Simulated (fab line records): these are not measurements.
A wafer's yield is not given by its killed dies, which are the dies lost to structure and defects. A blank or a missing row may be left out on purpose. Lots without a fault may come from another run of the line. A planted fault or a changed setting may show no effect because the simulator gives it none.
fab line records    flow n5_finfet
record: lots: 6  wafers: 18  last_day: 18
route steps=1938 shown BEOL_M4@1082 BEOL_M5@1112 PASSIVATION@1936
lots untouched by any fault: they come from a run of this same line in which no faults occurred
start_h: hours from the record's opening day to when the first of the lot's shown wafers began    wait_h: hours elapsed since this lot's preceding step    " same as the row above    L1.1+2: a row that stands for several wafers    - value missing, or start not given    * or withheld: withheld    < > ~ a bound
route shown NAME@n: names a module that has steps shown in the file, with the first one's number in the route    usual: mean/standard deviation taken from wafers without a fault    same: alike in all rows    chamber/n: place in a boat    sites: each site's reading    _std_site: standard deviation of those values    _edge_site: outer sites' mean less inner sites'    radius_mm: how far each site lies from the wafer's centre    mask NAME#n: copy n    behind: the tool/chamber that last shaped the wafer    hold: cause of the lot's hold/its duration in hours/its outcome    device: the n, p or np transistor that did not switch    end of line: the route-end tests of the same wafers    a step with no rows: only its recipe    killed: count of dies lost to structure and defects at first sort (not the wafer's yield)    map: a wafer's dies, x killed, . not, _ none there
set.NAME: the setting as run; set.NAME@STEP: as run at that earlier step    model.NAME: the simulator's own value behind a step, which no gauge read
certain route steps with their lots: each step a table, each wafer a row
services: a tool's chamber out of use, with start hour (start_h, from the record's first day; less than 0 if before it), hours out, and reason
== steps ==
step: N5_BEOL_M4_SURFACE_TREAT_85
recipe: gas: Ar  time_s: *  ion_energy_ev: *  ion_current_ma_cm2: 0.5  pressure_mtorr: *  ar_flow_sccm: 30
step: N5_BEOL_M4_CVD_47
recipe: material: Co  target_thk_a: 30  temp_c: withheld  precursor: CCTBA/H2  pressure_torr: 30  time_s: 223.8
step: N5_BEOL_M4_SPUTTER_48
recipe: material: Cu  target_thk_a: 45  temp_c: -20  chamber_pressure_pa: 0.07  power_w: withheld  time_s: 8.29
step: N5_BEOL_M4_ANNEAL_49
recipe: temp_c: 400  time_s: 240  ambient: vacuum
step: N5_BEOL_M4_SPUTTER_79
recipe: material: Cu  target_thk_a: 45  temp_c: -20  chamber_pressure_pa: 0.07  power_w: withheld  time_s: 8.29
step: N5_BEOL_M4_ANNEAL_80
recipe: temp_c: 400  time_s: 240  ambient: vacuum
step: N5_BEOL_M4_SPUTTER_81
recipe: material: Cu  target_thk_a: 45  temp_c: -20  chamber_pressure_pa: 0.07  power_w: withheld  time_s: 8.29
step: N5_BEOL_M4_ANNEAL_82
recipe: temp_c: 400  time_s: 240  ambient: vacuum
step: N5_BEOL_M4_SPUTTER_86
recipe: material: Cu  target_thk_a: 45  temp_c: -20  chamber_pressure_pa: 0.07  power_w: withheld  time_s: 8.29
step: N5_BEOL_M4_ANNEAL_87
recipe: temp_c: 400  time_s: 240  ambient: vacuum
step: N5_BEOL_M4_SPUTTER_88
recipe: material: Cu  target_thk_a: 45  temp_c: -20  chamber_pressure_pa: 0.07  power_w: withheld  time_s: 8.29
step: N5_BEOL_M4_ANNEAL_89
recipe: temp_c: 400  time_s: 240  ambient: vacuum
step: N5_BEOL_M4_SPUTTER_90
recipe: material: Cu  target_thk_a: 45  temp_c: -20  chamber_pressure_pa: 0.07  power_w: withheld  time_s: 8.29
usual: chamber_pressure_pa: 0.07001/0.00013  throttle_valve_pct: 30.0/1.2
lot.wafer  tool            chamber  start_h  wait_h  chamber_pressure_pa  throttle_valve_pct
L633.1     pvd_sputter-01  -        169.95   0.1     0.06995              30.3
L633.4     "               -        "        "       0.06989              30.1
L633.5     "               -        "        "       0.06987              30.1
L634.2     pvd_sputter-03  -        170.60   0.1     0.07009              30.9
L634.4     "               -        "        "       0.07005              30.8
L634.6     "               -        "        "       0.06988              28.1
L641.1     pvd_sputter-01  -        226.95   0.1     0.07018              29.9
L641.4     "               -        "        "       0.07003              28.0
L641.6     "               -        "        "       0.07001              31.5
L645.2     pvd_sputter-01  -        239.32   0.1     0.07                 30.5
L645.3     "               -        "        "       0.07023              28.0
L645.5     "               -        "        "       0.07013              30.1
L651.3     pvd_sputter-02  -        282.90   0.1     0.06984              29.7
L651.4     "               -        "        "       0.07007              31.3
L651.5     "               -        "        "       0.07023              31.2
L656.2     pvd_sputter-02  -        319.32   0.1     0.06994              31.1
L656.4     "               -        "        "       0.06999              29.9
L656.6     "               -        "        "       0.07                 29.7
step: N5_BEOL_M4_ANNEAL_91
recipe: temp_c: 400  time_s: 240  ambient: vacuum
usual: heater_power_w: 844/98
lot.wafer  tool            chamber  start_h  wait_h  heater_power_w
L633.1     pvd_sputter-01  -        170.03   0.0     950
L633.4     "               -        "        "       705
L633.5     "               -        "        "       687
L634.2     pvd_sputter-03  -        170.68   0.0     854
L634.4     "               -        "        "       865
L634.6     "               -        "        "       856
L641.1     pvd_sputter-01  -        227.03   0.0     700
L641.4     "               -        "        "       886
L641.6     "               -        "        "       950
L645.2     pvd_sputter-01  -        239.40   0.0     955
L645.3     "               -        "        "       863
L645.5     "               -        "        "       691
L651.3     pvd_sputter-02  -        282.98   0.0     766
L651.4     "               -        "        "       934
L651.5     "               -        "        "       808
L656.2     pvd_sputter-02  -        319.40   0.0     785
L656.4     "               -        "        "       784
L656.6     "               -        "        "       766
step: N5_BEOL_M4_SPUTTER_92
recipe: material: Cu  target_thk_a: 45  temp_c: -20  chamber_pressure_pa: 0.07  power_w: withheld  time_s: 8.29
step: N5_BEOL_M4_ANNEAL_93
recipe: temp_c: 400  time_s: 240  ambient: vacuum
step: N5_BEOL_M4_SPUTTER_94
recipe: material: Cu  target_thk_a: 45  temp_c: -20  chamber_pressure_pa: 0.07  power_w: withheld  time_s: 8.29
step: N5_BEOL_M4_ANNEAL_95
recipe: temp_c: 400  time_s: 240  ambient: vacuum
step: N5_BEOL_M4_SPUTTER_96
recipe: material: Cu  target_thk_a: 45  temp_c: -20  chamber_pressure_pa: 0.07  power_w: withheld  time_s: 8.29
step: N5_BEOL_M4_ECD_50
recipe: material: Cu  target_thk_a: 3000
step: N5_BEOL_M4_ANNEAL_51
recipe: temp_c: 225  time_s: 90  ambient: N2
step: N5_BEOL_M4_CMP_52
recipe: stop_on: SiOC  t_overpolish_s: 6.8  down_force_psi: 1  platen_rpm: 50  clearing_platen_down_force_psi: 1.5  clearing_platen_rpm: 50  post_cmp_clean: cu_alkaline  target_thk_nm: 40  clearing_platen_pad_velocity_m_s: 0.99484  pad_velocity_m_s: 0.99484
step: N5_BEOL_M4_PRE_CLEAN_60
recipe: gas: NH3/H2  time_s: 15  temp_c: *  rf_power_w: 300
step: N5_BEOL_M4_CO_CAP_55
recipe: material: Co  target_thk_a: 20  temp_c: 200  precursor: CCTBA/H2  pressure_torr: 30  time_s: 102.1
step: N5_BEOL_M4_PRE_CLEAN_56
recipe: gas: NH3  time_s: 15  temp_c: withheld  rf_power_w: 300
step: N5_BEOL_M4_DEP_57
recipe: material: SiCN  target_thk_a: 80  temp_c: withheld  precursor: 3MS/NH3  pressure_torr: 3  rf_w: 202  time_s: 14
usual: showerhead_plenum_p_Torr: 3.659/0.016  throttle_valve_pct: 8.8/0.46
lot.wafer  tool      chamber  start_h  wait_h  showerhead_plenum_p_Torr  throttle_valve_pct
L633.1     pecvd-02  2        172.11   0.0     3.644                     9.0
L633.4     "         1        "        "       3.662                     9.2
L633.5     "         0        "        "       3.675                     9.2
L634.2     pecvd-01  2        172.24   0.0     3.660                     8.2
L634.4     "         2        "        "       3.660                     8.5
L634.6     "         0        "        "       3.635                     8.0
L641.1     pecvd-03  2        231.35   0.0     3.652                     9.2
L641.4     "         2        "        "       3.644                     9.0
L641.6     "         0        "        "       3.690                     9.5
L645.2     pecvd-02  2        243.69   0.0     3.649                     8.8
L645.3     "         0        "        "       3.678                     9.2
L645.5     "         1        "        "       3.672                     9.5
L651.3     pecvd-01  0        284.55   0.0     3.638                     8.1
L651.4     "         0        "        "       3.648                     8.4
L651.5     "         1        "        "       3.646                     8.9
L656.2     pecvd-03  1        320.98   0.0     3.676                     8.7
L656.4     "         1        "        "       3.683                     8.7
L656.6     "         1        "        "       3.688                     8.5
step: N5_BEOL_M4_RS_MEAS_58
recipe: thk_meas_gauge: four-point-probe  reads: Co_of_BEOL_M4_CO_CAP_55+Cu_of_BEOL_M4_ECD_50+Co_of_BEOL_M4_CVD_47+TaN_of_BEOL_M4_ALD_84
usual: M4_RS: 0.66/0.03
lot.wafer  tool           chamber  start_h  wait_h  M4_RS[ohm/sq]
L633.1     film_metro-02  -        172.17   0.0     0.65
L633.4     "              -        "        "       0.66
L633.5     "              -        "        "       0.66
L634.2     film_metro-02  -        172.31   0.1     0.63
L634.4     "              -        "        "       0.66
L634.6     "              -        "        "       0.65
L641.1     film_metro-02  -        231.41   0.0     0.69
L641.4     "              -        "        "       0.72
L641.6     "              -        "        "       0.72
L645.2     film_metro-01  -        243.76   0.1     0.67
L645.3     "              -        "        "       0.61
L645.5     "              -        "        "       0.65
L651.3     film_metro-01  -        284.62   0.1     0.63
L651.4     "              -        "        "       0.67
L651.5     "              -        "        "       0.67
L656.2     film_metro-01  -        321.06   0.1     0.65
L656.4     "              -        "        "       0.64
L656.6     "              -        "        "       0.65
step: N5_BEOL_M4_RC_MEAS_101
usual: DIBL_N: 35.9/1.8  DIBL_P: 36.2/2  IOFF_N: 0.16/0.031  IOFF_P: 0.22/0.041  ION_N: 676/11  ION_P: 465/8.5  SS_N: 71.4/0.64  SS_P: 73.2/0.7  VT_N: 250/3.5  VT_P: -250/3.9
lot.wafer  tool       chamber  start_h  wait_h  DIBL_N[mV/V]  DIBL_P[mV/V]  IOFF_N[nA/um]  IOFF_P[nA/um]  ION_N[uA/um]  ION_P[uA/um]  SS_N[mV/dec]  SS_P[mV/dec]  VT_N[mV]  VT_P[mV]
L633.1     prober-01  0        172.22   0.0     35.4          35.9          0.14           0.25           669           477           70.5          73.0          251       -246
L633.4     "          0        "        "       36.6          36.7          0.15           0.26           669           465           71.9          73.6          253       -244
L633.5     "          0        "        "       35.0          35.0          0.14           0.22           675           472           71.6          72.5          253       -243
L634.2     prober-02  0        172.51   0.2     35.8          37.0          0.15           0.20           674           457           71.0          73.6          250       -251
L634.4     "          0        "        "       35.8          37.4          0.16           0.22           690           477           71.3          72.8          251       -252
L634.6     "          0        "        "       37.2          39.3          0.17           0.23           669           463           72.1          73.7          250       -249
L641.1     prober-01  0        231.46   0.0     35.3          37.8          0.16           0.23           678           465           71.3          73.5          249       -250
L641.4     "          0        "        "       33.5          35.2          0.13           0.19           668           460           70.8          72.2          251       -251
L641.6     "          0        "        "       33.8          35.7          0.12           0.19           667           463           70.4          72.6          257       -252
L645.2     prober-02  0        243.96   0.2     36.5          37.8          0.20           0.26           692           469           71.7          73.9          247       -246
L645.3     "          0        "        "       35.1          36.4          0.16           0.23           681           473           71.8          74.0          252       -246
L645.5     "          0        "        "       34.5          35.5          0.15           0.21           673           468           71.6          74.1          250       -248
L651.3     prober-02  0        284.97   0.3     36.9          37.2          0.17           0.24           692           480           70.4          74.2          248       -248
L651.4     "          0        "        "       37.2          38.5          0.16           0.27           672           471           70.6          74.6          249       -244
L651.5     "          0        "        "       38.0          38.1          0.18           0.27           676           472           71.4          73.8          246       -244
L656.2     prober-02  0        321.27   0.2     38.6          38.9          0.17           0.19           665           449           71.3          73.4          251       -254
L656.4     "          0        "        "       34.5          34.8          0.11           0.14           645           443           70.4          72.2          254       -258
L656.6     "          0        "        "       32.4          31.9          0.09           0.12           651           448           70.3          71.7          259       -260
step: N5_BEOL_M5_ILD_DEP_00
recipe: material: SiCOH_lowk  target_thk_a: 1406.4  temp_c: 300  precursor: DEMS/porogen  pressure_torr: 5  rf_w: 500  time_s: 25.9
usual: heater_power_w: 302/42  showerhead_plenum_p_Torr: 5.738/0.018  throttle_valve_pct: 13.4/0.81
lot.wafer  tool      chamber  start_h  wait_h  heater_power_w  showerhead_plenum_p_Torr  throttle_valve_pct
L633.1     pecvd-01  2        173.19   0.8     335             5.744                     13.1
L633.4     "         0        "        "       299             5.720                     12.6
L633.5     "         1        "        "       335             5.720                     13.3
L634.2     pecvd-04  0        173.33   0.7     312             5.759                     12.9
L634.4     "         2        "        "       281             5.744                     13.3
L634.6     "         1        "        "       290             5.748                     14.8
L641.1     pecvd-03  1        232.43   0.8     257             5.766                     13.0
L641.4     "         2        "        "       208             5.712                     13.3
L641.6     "         0        "        "       337             5.762                     15.2
L645.2     pecvd-03  0        244.79   0.7     278             5.759                     15.3
L645.3     "         2        "        "       264             5.736                     13.1
L645.5     "         0        "        "       296             5.770                     15.4
L651.3     pecvd-03  0        285.64   0.5     329             5.752                     15.1
L651.4     "         1        "        "       249             5.744                     12.7
L651.5     "         2        "        "       249             5.719                     13.6
L656.2     pecvd-04  2        322.07   0.7     235             5.736                     12.9
L656.4     "         2        "        "       242             5.756                     13.0
L656.6     "         0        "        "       327             5.721                     12.9
step: N5_BEOL_M5_CURE_79
recipe: temp_c: 385  time_s: 240  ambient: He/Ar  material: SiCOH_lowk
usual: lamp_power_pct: 52.32/0.061  wafer_temp_C_max: 387.4/0.81
lot.wafer  tool        chamber  start_h  wait_h  lamp_power_pct  wafer_temp_C_max
L633.1     uv_cure-02  2        173.25   0.0     52.39           388.1
L633.4     "           2        "        "       52.41           387.7
L633.5     "           2        "        "       52.27           388.7
L634.2     uv_cure-03  0        173.47   0.1     52.28           388.2
L634.4     "           0        "        "       52.35           387.4
L634.6     "           0        "        "       52.39           387.7
L641.1     uv_cure-02  1        232.49   0.0     52.28           386.5
L641.4     "           1        "        "       52.33           386.1
L641.6     "           1        "        "       52.39           387.5
L645.2     uv_cure-03  2        244.93   0.1     52.32           388.3
L645.3     "           2        "        "       52.31           388.9
L645.5     "           2        "        "       52.45           387.3
L651.3     uv_cure-02  0        285.86   0.2     52.40           387.0
L651.4     "           0        "        "       52.24           386.3
L651.5     "           0        "        "       52.28           387.3
L656.2     uv_cure-01  2        322.31   0.2     52.24           387.7
L656.4     "           2        "        "       52.20           387.3
L656.6     "           2        "        "       52.26           388.0
step: N5_BEOL_M5_THK_MEAS_01
recipe: reads: SiCOH_lowk_of_BEOL_M5_ILD_DEP_00
usual: M5_ILD_THK: 120.3/1.5
lot.wafer  tool           chamber  start_h  wait_h  M5_ILD_THK[nm]
L633.1     film_metro-01  -        173.76   0.4     120.3
L633.4     "              -        "        "       122.3
L633.5     "              -        "        "       123.7
L634.2     film_metro-01  -        173.90   0.4     118.0
L634.4     "              -        "        "       121.3
L634.6     "              -        "        "       121.0
L641.1     film_metro-02  -        233.00   0.4     118.5
L641.4     "              -        "        "       121.6
L641.6     "              -        "        "       120.4
L645.2     film_metro-01  -        245.36   0.4     118.3
L645.3     "              -        "        "       119.2
L645.5     "              -        "        "       119.6
L651.3     film_metro-01  -        286.21   0.3     117.6
L651.4     "              -        "        "       120.4
L651.5     "              -        "        "       121.2
L656.2     film_metro-01  -        323.15   0.7     118.3
L656.4     "              -        "        "       118.0
L656.6     "              -        "        "       120.3
step: N5_BEOL_M5_PECVD_70
recipe: material: SiO2  target_thk_a: 160  temp_c: 400  precursor: TEOS/O2  pressure_torr: 5.5  rf_w: 450  teos_flow_sccm: 53.8  gas: O2  flow_sccm: 3000  time_s: 18
usual: heater_power_w: 711/76  showerhead_plenum_p_Torr: 8.77/0.062  throttle_valve_pct: 21.6/1.3
lot.wafer  tool      chamber  start_h  wait_h  heater_power_w  showerhead_plenum_p_Torr  throttle_valve_pct
L633.1     pecvd-01  0        173.80   0.0     793             8.67                      20.3
L633.4     "         0        "        "       808             8.69                      20.3
L633.5     "         1        "        "       731             8.69                      21.3
L634.2     pecvd-04  0        173.94   0.0     707             8.75                      20.9
L634.4     "         2        "        "       697             8.81                      21.2
L634.6     "         0        "        "       720             8.74                      20.7
L641.1     pecvd-04  0        233.04   0.0     735             8.75                      20.5
L641.4     "         0        "        "       756             8.76                      21.0
L641.6     "         1        "        "       668             8.84                      23.5
L645.2     pecvd-01  1        245.40   0.0     774             8.69                      21.6
L645.3     "         2        "        "       804             8.76                      20.8
L645.5     "         1        "        "       774             8.68                      21.4
L651.3     pecvd-04  2        286.25   0.0     578             8.75                      20.6
L651.4     "         2        "        "       579             8.77                      20.1
L651.5     "         1        "        "       629             8.85                      23.7
L656.2     pecvd-04  2        323.18   0.0     671             8.80                      20.6
L656.4     "         2        "        "       649             8.79                      20.7
L656.6     "         2        "        "       665             8.80                      20.4
step: N5_BEOL_M5_HM_DEP_02
recipe: material: TiN  target_thk_a: 200  temp_c: 25  chamber_pressure_pa: 0.49996
step: N5_BEOL_M5_COAT_59
recipe: resist: SOC  temp_c: 250  time_s: 60  spin_rpm: 1500  resist_thk_nm: 60
step: N5_BEOL_M5_COAT_60
recipe: resist: SiARC  temp_c: 220  time_s: 60  spin_rpm: 1500  resist_thk_nm: 12
step: N5_BEOL_M5_COAT_71
recipe: resist: underlayer  temp_c: 205  time_s: 60  spin_rpm: 1500  resist_thk_nm: 5
step: N5_BEOL_M5_COAT_05
recipe: resist: CAR-EUV  spin_rpm: 1500  resist_thk_nm: 30
step: N5_BEOL_M5_EBR_07
recipe: solvent: PGMEA  ebr_width_mm: 1.5
step: N5_BEOL_M5_SOFTBAKE_06
recipe: temp_c: 110  time_s: 60  resist: CAR-EUV
step: N5_BEOL_M5_EXPOSE_08
recipe: mask_id: M5  na: 0.33  source_shape: annular  sigma_inner: 0.4  sigma_outer: 0.8  polarization: unpolarized  target_cd_nm: 28  dose_mj: 35.75
step: N5_PASSIVATION_PROBE_49
usual: defect_limited_yield: 91.3/1.3  killed_at_M0_to_M3: 35/9.3  killed_at_M4_up: 14/5.2  killed_at_contacts: 12/5.9  killed_at_front_end: 38/11  killed_at_other: 4/3.7  killed_dies: 103/15  killed_open: 67/12  killed_short: 34/8  sort_bin_5_function: 5.1/0.88  sort_bin_6_memory: 3.3/0.65  sort_n_pass: 1077/15  sort_yield_pct: 91.3/1.3
same: gross_dies: 1180  killed_at_back_side: 0  sort_bin_4_leakage[%]: 0  sort_bin_8_speed[%]: 0
lot.wafer  tool       chamber  start_h  wait_h  defect_limited_yield[%]  killed_at_M0_to_M3  killed_at_M4_up  killed_at_contacts  killed_at_front_end  killed_at_other  killed_dies  killed_open  killed_short  sort_bin_5_function[%]  sort_bin_6_memory[%]  sort_n_pass  sort_yield_pct[%]
L641.4     prober-02  -        342.07   0.2     78.8                     24                  158              9                   47                   12               250          74           39            13.8                    4.8                   930          78.8
L645.3     prober-01  -        356.06   0.1     82.0                     34                  142              5                   27                   4                212          41           39            11.2                    4.0                   968          82.0
killed by level:class
L641.4 BEOL_M4:unspecified=135 STI_FIN_REVEAL:geometric_particle:open=13 BEOL_M4:geometric_particle:open=9 FIN_SAQP:geometric_particle:short=8 MOL_CONTACT_COAG:geometric_particle:open=8 STARTING-WAFER:geometric_particle:short=6 STI_FIN_REVEAL:geometric_particle:short=6 BEOL_M3:geometric_particle:open=6
L645.3 BEOL_M4:unspecified=131 BEOL_M0_SAQP:geometric_particle:short=13 BEOL_M0_SAQP:geometric_particle:open=7 FIN_SAQP:geometric_particle:short=4 DUMMY_GATE:geometric_particle:open=4 STARTING-WAFER:geometric_particle:short=4 BEOL_M3:geometric_particle:open=4 STI_FIN_REVEAL:geometric_particle:open=3
map L641.4 (x killed, . not)
_________________............________________
______________............x....._____________
___________........xx..........x...__________
__________................x......x.x_________
________.......x..........x.x.x...x..._______
_______.....x................x.........______
______.................x.xx...........x._____
_____........x..........x..x.............____
____.....x....x..................x.x......___
___.........x...x..........................__
___..x...x............x..x.................__
__................x.........x....x.........._
__...................x................x....._
_.x....x.x.....x......x....x......x....x.x...
_x....x...x.x................................
_......xx....x.........x...x.x...x...........
_.............x................x..x..........
_............x..x..............xxx.x.........
_........xxx.x.xxxx.....xxx..................
_........xxxxxxxx...xx....x..........x.......
_......xxxxxxxxxx.xx......................x..
__xx.xxxxxxxxxxxx.xxx..x...................._
__.....xxxxxxxxxxxxxx...x.........x.x......._
___x.x.xxxxxxxxxxxx.x.x.........x..........__
___..xxxxxxxxxxxxxx.x............x........x__
____.x.xxxxxxxxxxxx.x..x..................___
_____..xxxxxxxxxxxxx..x....x...........x.____
______xx.xxxxxxxx......................._____
_______..xxxxxxxxxx..........x.......xx______
________x.xxxxxx.x..x....x.....x......_______
__________...x.x......x..x..x....x.._________
___________.......x.....x....x.x...__________
______________.................._____________
_________________.xx.....xx.x________________
map L645.3 (x killed, . not)
_________________.x..........________________
______________.....xxx...xx....._____________
___________x.......................__________
__________...................xx..x.._________
________....................x........._______
_______..............x..x............x.______
______x...........x....................._____
_____....................................____
____.x....................................___
___..........x..x..........x....x........x.__
___............xx...x......................__
__..............x....................x......_
__...x........x...xx.................x......_
_.............x..............................
_.......x.....xx.........x.......x..xx.......
_...............x....x.......................
_............................x......x........
_.x....x............x..................x.....
_.x.x.x.x.xx.x.x...x...........x...x.........
_....x..xxxx.xxxxx...........................
_.....xxxxxxxxxxx..x.........x...............
__....xxxxxxxxxxxx.x.....x.x............x..._
__....xxxxxxxxxxxx...........x.............._
___..xxxxxxxxxxxxxxx............x..........__
___..xxxxxxxxxxxxxxx......x........x.......__
____.xxxxxxxxxxxxxxxx.....................___
_____xxxxxxxxxxxx.x......................____
______x.xx.xxx.x.x..x..............x...._____
_______xxxxxxxxxx.x.....x............x.______
________x..x.xxxx.x...........x..x...._______
__________........................x._________
___________..x............xx.......__________
______________.......xx........._____________
_________________....x.......________________
== services ==
tool            chamber  start_h  hours  kind
pecvd-04        0        150.36   2.1    scheduled_down
pecvd-03        -        153.80   47.8   repair
pecvd-01        0        161.23   2.1    scheduled_down
pecvd-01        1        163.36   2.1    scheduled_down
uv_cure-01      -        175.20   0.4    repair
pecvd-01        2        176.43   2.1    scheduled_down
pecvd-04        1        177.27   5.5    scheduled_down
pecvd-04        -        180.72   0.2    repair
pecvd-04        2        194.24   5.5    scheduled_down
pecvd-04        2        205.86   5.5    scheduled_down
pecvd-01        2        208.98   16.5   scheduled_down
uv_cure-02      -        213.58   11.4   repair
uv_cure-03      -        219.99   14.6   pm
pecvd-04        0        229.33   -      calibration
uv_cure-01      -        238.22   2.1    pm
pecvd-03        2        239.01   5.5    scheduled_down
pecvd-02        2        252.11   3.4    repair
pvd_sputter-03  -        254.06   7.5    repair
pecvd-02        -        257.22   1.5    repair
uv_cure-01      -        262.91   1.0    pm
uv_cure-02      -        282.70   0.8    repair
uv_cure-02      -        290.68   1.0    pm
pecvd-03        0        319.47   18.6   repair
pecvd-04        1        321.45   16.5   scheduled_down
== key ==
first_sign: step: N5_PASSIVATION_PROBE_49  reading: killed_at_M4_up  direction: up  sigmas: 26  usual: 14  struck: 150
effect: step: N5_PASSIVATION_PROBE_49  reading: defect_limited_yield  direction: down  sigmas: 8.3  usual: 91.3  struck: 80.4
more_kills_born_at: N5_BEOL_M4_SPUTTER_90@pvd_sputter-01: 266
met_at N5_BEOL_M4_SPUTTER_90
struck_wafers L641.4,L645.3
fault: kind: chamber_particle_source  tool: pvd_sputter-01  chamber: -  onset_h: 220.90  steps: N5_BEOL_M4_SPUTTER_90  rate_per_visit_cm2: 1.0481  end_h: 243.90  scope: struck_wafers_only
